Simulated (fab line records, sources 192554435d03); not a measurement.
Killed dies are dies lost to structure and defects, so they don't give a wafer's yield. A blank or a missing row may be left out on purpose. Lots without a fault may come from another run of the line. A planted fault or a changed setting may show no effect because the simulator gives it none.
Chamber matching | flow n5_finfet | N5_BEOL_M5_ETCH_67 on rie_diel-03: 4 sister chambers
The step etches SiARC in CF4, target depth 15.6 nm, time 26 s. 4 wafers are shown with their chamber, then 8 later ones without.

WAFERS WITH THEIR CHAMBER
wafer  | chamber | showerhead_plenum_p_Torr (Torr)
L080.2 | 2       | 2.28
L083.4 | 3       | 2.14
L084.4 | 1       | 2.05
L087.4 | 0       | 2.12

WAFERS WITHOUT THEIR CHAMBER
wafer  | showerhead_plenum_p_Torr (Torr)
L087.5 | 2.14
L087.6 | 2.04
L093.1 | 2.11
L093.3 | 2.13
L093.4 | 2.27
L095.2 | 2.13
L095.3 | 2.11
L095.5 | 2.11

WHICH CHAMBER EACH WENT THROUGH
wafer  | from the rows above     | in truth
L087.5 | 3                       | 3
L087.6 | 1                       | 1
L093.1 | 0                       | 0
L093.3 | can't be placed: 0 or 3 | 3
L093.4 | 2                       | 2
L095.2 | can't be placed: 0 or 3 | 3
L095.3 | 0                       | 0
L095.5 | 0                       | 0
Placed correctly: 6 of 8. Can't be placed from these rows: 2 (the true chamber is among the candidates in 2). Placed wrongly: 0.
How it was worked out, from the rows above alone: a wafer's distance from a chamber is the root of the sum, over the readings, of the square of ((its reading less the chamber's mean) divided by the reading's scatter). The wafer belongs to the nearest chamber; if the next one is less than 2 further off, it can't be placed. A chamber's mean is the mean of its shown wafers. The scatter: with one shown wafer a chamber, the root of the mean of the squares of how far each hidden wafer lies from its nearest shown one.
